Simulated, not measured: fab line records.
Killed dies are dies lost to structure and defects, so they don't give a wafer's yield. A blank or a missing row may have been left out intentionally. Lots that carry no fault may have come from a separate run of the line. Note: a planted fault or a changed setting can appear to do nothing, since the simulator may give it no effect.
fab line records | flow nand_harc
record: lots: 13 wafers: 39 last_day: 34
route steps=1302 shown A_CHANNEL_FILL_D1@508 A_DECK1_JOINT@542 A_ONON_D2@552
lots with no fault: from the same line, run without faults
start_h: the number of hours between the record's first day and the start of the first shown wafer of the lot | wait_h: hours since the lot's step before | " unchanged from the row above | L1.1+2: one row covering several wafers at once | - either no value or no given start | * or withheld: withheld | < > ~ a bound
route shown NAME@n: names a module that has steps shown in the file, with the first one's number in the route | usual: average and standard deviation across the fault-free wafers | same: alike in all rows | chamber/n: place in a boat | sites: each site's reading | _std_site: standard deviation of those values | _edge_site: inner sites' mean taken away from outer sites' mean | radius_mm: for every site, how far away it sits from the centre of the wafer | mask NAME#n: copy n | behind: tool/chamber where the wafer was last shaped | hold: what put the lot on hold/how long, in hours/how the hold closed | device: which transistor (n, p or np) failed to switch | end of line: tests of these same wafers at the route's end | where a step has no rows: the recipe by itself | killed: dies that structure and defects cost at the first sort, which is not the same as the wafer's yield | map: per-die view of a wafer (x killed, . not killed, _ where there is no die)
set.NAME: the setting that was run; set.NAME@STEP: the one run at that earlier step | model.NAME: the simulator's own value behind a step, which no gauge read
route steps across a sampled set of lots; one table per step, one row per wafer
services: the hour from which a tool's chamber was out of use, counted from the record's first day as start_h (under 0 if before that day), plus the number of hours and why
== steps ==
step: NHARC_A_CHANNEL_FILL_D1_ETCHBACK_08
recipe: target_depth_a: 2200 time_s: 110 c4f8_flow_sccm: 20 ar_flow_sccm: withheld rf_w: 600 bias_w: 300 chemistry: C4F8
usual: oes_product_au: 0.95/0.038 rf_vpp_V: 441.3/2.6
columns lot.wafer tool chamber start_h wait_h oes_product_au rf_hours_counter_h rf_vpp_V
L632.1 rie_diel-03 1 - - 0.91 6.1 440.4
L632.2 " 3 " " 0.91 5.2 438.0
L632.5 " 2 " " 0.92 - 438.7
L633.4 rie_diel-09 0 - - 1.00 6.9 446.1
L633.3 " 2 " " 1.00 6.8 440.7
L633.1 " 3 " " 0.98 6.2 439.9
L635.2 rie_diel-03 3 - - 0.90 6.2 439.7
L635.1 " 0 " " 0.95 6.3 441.6
L635.4 " 1 " " 0.91 7.6 439.7
L636.3 rie_diel-05 0 - - 0.93 1.0 440.2
L636.4 " 2 " " 0.94 - 441.6
L636.6 " 0 " " 0.94 - 441.0
L637.2 rie_diel-05 1 - - 1.01 1.8 439.2
L637.1 " 2 " " 1.00 1.8 443.0
L637.6 " 1 " " 1.00 - 435.6
L638.4 rie_diel-09 2 - - 0.93 12.2 440.9
L638.1 " 0 " " 0.93 12.6 445.4
L638.6 " 1 " " 0.91 - 441.7
L639.1 rie_diel-05 0 - - 0.92 2.4 441.9
L639.4 " 3 " " 0.94 - 444.6
L639.6 " 0 " " 0.92 - 439.9
L642.2 rie_diel-03 0 - - 1.00 1.0 441.7
L642.3 " 1 " " 0.99 0.9 439.6
L642.4 " 0 " " 1.00 - 441.3
L646.3 rie_diel-05 1 - - 0.95 5.6 437.7
L646.4 " 2 " " 0.92 6.4 442.8
L646.1 " 3 " " 0.93 6.5 446.4
L649.3 rie_diel-03 1 - - 0.91 5.2 440.3
L649.5 " 3 " " 0.91 - 439.6
L649.6 " 0 " " 0.92 - 441.2
L653.2 rie_diel-03 0 - - 0.92 8.0 440.3
L653.3 " 2 " " 0.92 7.2 437.9
L653.6 " 3 " " 0.90 - 439.2
L654.1 rie_diel-09 0 - - 0.92 6.1 446.2
L654.3 " 1 " " 0.94 7.1 440.5
L654.6 " 3 " " 0.93 - 440.1
L655.2 rie_diel-09 1 - - 0.93 8.6 442.3
L655.5 " 1 " " 0.94 - 443.6
L655.6 " 2 " " 0.92 - 440.9
step: NHARC_A_DECK1_JOINT_DEP_16
recipe: target_thk_a: 450 temp_c: 400 pressure_torr: 6.5 rf_w: 900 teos_flow_sccm: 161.4 flow_sccm: 2650 target_thk_nm: 45 gas: O2 material: SiO2
usual: heater_power_w: 565/100 throttle_valve_pct: 15.7/0.51
columns lot.wafer tool chamber start_h wait_h heater_power_w throttle_valve_pct
L633.1 pecvd-02 1 276.41 0.1 653 15.1
L633.3 " 1 " " 672 15.0
L633.4 " 0 " " 497 15.5
L632.2 pecvd-03 1 276.41 0.1 467 15.9
L632.1 " 2 " " 637 15.4
L632.5 " 0 " " 406 16.3
L635.2 pecvd-02 1 307.13 0.1 761 15.0
L635.1 " 0 " " 490 15.8
L635.4 " 1 " " 777 15.2
L636.3 pecvd-03 2 312.66 0.1 658 15.4
L636.6 " 2 " " 679 15.1
L636.4 " 1 " " 403 15.7
L638.1 pecvd-02 0 323.46 0.1 512 15.7
L638.4 " 1 " " 714 15.2
L638.6 " 1 " " 734 15.3
L637.1 pecvd-04 1 323.48 0.1 594 15.6
L637.2 " 2 " " 699 16.6
L637.6 " 1 " " 602 15.5
L639.1 pecvd-04 2 339.72 0.1 727 16.6
L639.4 " 1 " " 727 15.6
L639.6 " 0 " " 592 14.5
L642.2 pecvd-02 0 371.27 0.2 617 16.3
L642.3 " 0 " " 588 16.1
L642.4 " 0 " " 616 15.9
L646.3 pecvd-03 2 420.63 0.3 610 15.4
L646.1 " 0 " " 481 16.1
L646.4 " 2 " " 613 15.5
L649.3 pecvd-03 2 428.72 0.1 682 15.1
L649.6 " 0 " " 477 16.2
L649.5 " 1 " " 354 15.1
L653.2 pecvd-02 2 484.55 0.1 538 16.4
L653.3 " 0 " " 485 15.6
L653.6 " 0 " " 473 16.1
L654.3 pecvd-02 0 492.62 0.1 604 15.8
L654.1 " 2 " " 485 16.3
L654.6 " 2 " " 481 16.6
L655.2 pecvd-03 1 513.36 0.1 394 15.6
L655.6 " 2 " " 572 15.6
L655.5 " 0 " " 506 16.3
step: NHARC_A_DECK1_JOINT_THK_MEAS_17
recipe: thk_meas_gauge: ellipsometry
usual: thk_nm: 45.1/1.3
columns lot.wafer tool chamber start_h wait_h thk_nm
L632.1 film_metro-02 - 276.69 0.2 46.2
L632.2 " - " " 45.9
L632.5 " - " " 44.3
L633.1 film_metro-01 - 276.77 0.3 45.2
L633.3 " - " " 46.8
L633.4 " - " " 44.3
L635.1 film_metro-02 - 307.50 0.3 44.9
L635.2 " - " " 44.5
L635.4 " - " " 45.2
L636.3 film_metro-01 - 312.94 0.3 44.1
L636.4 " - " " 48.2
L636.6 " - " " 46.2
L637.1 film_metro-02 - 323.74 0.2 43.1
L637.2 " - " " 43.9
L637.6 " - " " 45.8
L638.1 film_metro-02 - 323.83 0.3 42.9
L638.4 " - " " 44.8
L638.6 " - " " 43.3
L639.1 film_metro-02 - 339.97 0.2 44.8
L639.4 " - " " 47.8
L639.6 " - " " 45.1
L642.2 film_metro-02 - 371.84 0.5 44.0
L642.3 " - " " 46.5
L642.4 " - " " 42.1
L646.1 film_metro-02 - 420.91 0.2 44.9
L646.3 " - " " 45.6
L646.4 " - " " 36.7
L649.3 film_metro-01 - 428.94 0.2 47.3
L649.5 " - " " 35.9
L649.6 " - " " 44.0
L653.2 film_metro-02 - 484.80 0.2 45.2
L653.3 " - " " 44.6
L653.6 " - " " 47.3
L654.1 film_metro-01 - 492.91 0.2 44.4
L654.3 " - " " 47.2
L654.6 " - " " 47.0
L655.2 film_metro-02 - 513.58 0.2 44.5
L655.5 " - " " 42.9
L655.6 " - " " 44.9
step: NHARC_A_ONON_D2_THK_MEAS_11
recipe: thk_meas_gauge: ellipsometry
usual: thk_nm: 1001/10
columns lot.wafer tool chamber start_h wait_h thk_nm
L632.1 film_metro-01 - 279.02 - 1010
L632.2 " - " " 1011
L632.5 " - " " 1012
L633.1 film_metro-02 - 279.09 - 984
L633.3 " - " " 987
L633.4 " - " " 987
L635.1 film_metro-02 - 309.81 - 988
L635.2 " - " " 986
L635.4 " - " " 986
L636.3 film_metro-01 - 315.27 - 990
L636.4 " - " " 992
L636.6 " - " " 993
L637.1 film_metro-01 - 326.04 - 997
L637.2 " - " " 998
L637.6 " - " " 997
L638.1 film_metro-02 - 326.14 - 1010
L638.4 " - " " 1010
L638.6 " - " " 1009
L639.1 film_metro-02 - 342.29 - 1012
L639.4 " - " " 1012
L639.6 " - " " 1012
L642.2 film_metro-01 - 374.16 - 999
L642.3 " - " " 999
L642.4 " - " " 998
L646.1 film_metro-01 - 423.34 - 993
L646.3 " - " " 993
L646.4 " - " " 995
L649.3 film_metro-02 - 431.26 - 1004
L649.5 " - " " 1003
L649.6 " - " " 1003
L653.2 film_metro-01 - 487.11 - 992
L653.3 " - " " 990
L653.6 " - " " 990
L654.1 film_metro-01 - 495.21 - 1013
L654.3 " - " " 1015
L654.6 " - " " 1014
L655.2 film_metro-02 - 515.90 - 1003
L655.5 " - " " 1003
L655.6 " - " " 1005
step: NHARC_A_ONON_D2_THK_MEAS_24
recipe: thk_meas_gauge: ellipsometry
usual: thk_nm: 1002/11
columns lot.wafer tool chamber start_h wait_h thk_nm
L632.1 film_metro-02 - 288.09 - 1009
L632.2 " - " " 1008
L632.5 " - " " 1009
L633.1 film_metro-01 - 288.10 - 1002
L633.3 " - " " 1001
L633.4 " - " " 1001
L635.1 film_metro-02 - 322.79 - 1008
L635.2 " - " " 1008
L635.4 " - " " 1012
L636.3 film_metro-01 - 322.80 - 997
L636.4 " - " " 998
L636.6 " - " " 996
L637.1 film_metro-01 - 338.03 - 1022
L637.2 " - " " 1023
L637.6 " - " " 1021
L638.1 film_metro-02 - 338.04 - 984
L638.4 " - " " 983
L638.6 " - " " 982
L639.1 film_metro-02 - 351.73 - 998
L639.4 " - " " 997
L639.6 " - " " 995
L642.2 film_metro-01 - 383.90 - 1004
L642.3 " - " " 1003
L642.4 " - " " 1002
L646.1 film_metro-01 - 432.23 - 992
L646.3 " - " " 994
L646.4 " - " " 996
L649.3 film_metro-01 - 440.25 - 1000
L649.5 " - " " 1001
L649.6 " - " " 1000
L653.2 film_metro-01 - 500.65 - 988
L653.3 " - " " 986
L653.6 " - " " 989
L654.1 film_metro-02 - 504.32 - 1003
L654.3 " - " " 1002
L654.6 " - " " 1000
L655.2 film_metro-02 - 524.95 - 1014
L655.5 " - " " 1016
L655.6 " - " " 1015
== services ==
columns tool chamber start_h hours kind
rie_diel-05 2 217.09 1.3 repair
pecvd-02 - 227.33 13.0 pm
rie_diel-05 - 229.60 9.0 pm
rie_diel-03 - 253.44 2.4 repair
pecvd-02 2 260.19 131.5 repair
rie_diel-05 1 260.49 10.0 repair
rie_diel-03 - 281.30 9.0 pm
rie_diel-05 2 298.23 6.3 repair
rie_diel-05 1 302.01 4.9 repair
rie_diel-05 0 312.78 8.1 repair
rie_diel-09 - 320.10 9.0 pm
rie_diel-03 3 323.44 2.5 repair
rie_diel-03 3 328.56 1.7 repair
pecvd-02 1 352.32 23.3 repair
pecvd-03 - 366.14 13.0 pm
rie_diel-05 - 406.60 9.0 pm
pecvd-02 - 408.33 13.0 pm
rie_diel-03 0 418.43 9.2 repair
rie_diel-03 - 430.73 0.3 repair
rie_diel-05 1 435.11 2.5 repair
rie_diel-05 - 441.27 0.4 repair
rie_diel-03 3 447.47 12.6 repair
pecvd-02 - 453.86 0.6 repair
rie_diel-03 - 458.30 9.0 pm
== key ==
first_sign: step: NHARC_A_DECK1_JOINT_THK_MEAS_17 reading: thk_nm direction: down sigmas: 6.7 usual: 45.1 struck: 36.3
effect none on later readings
met_at NHARC_A_DECK1_JOINT_DEP_16
struck_lots L646,L649
struck_wafers L646.4,L649.5
tester_left_out L646,L649
not_acting_at NHARC_A_CHANNEL_FILL_D1_ETCHBACK_08,NHARC_A_ONON_D2_THK_MEAS_11,NHARC_A_ONON_D2_THK_MEAS_24
onset_between 312.66 420.63
fault: kind: process_parameter_drift tool: pecvd-03 chamber: - onset_h: 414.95 steps: NHARC_A_DECK1_JOINT_DEP_16 channel: target_thk_nm offset: -9.5056 shape: step end_h: 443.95 scope: struck_wafers_only acts_in: these_recipes_only stated: 45
tester_left_out: of these lots the tester's yield and bins aren't shown, on N5 and GAA mostly nor the transistor test; their killed dies are dies lost to structure and defects alone, not to doping, threshold or leakage, so they don't give the yield
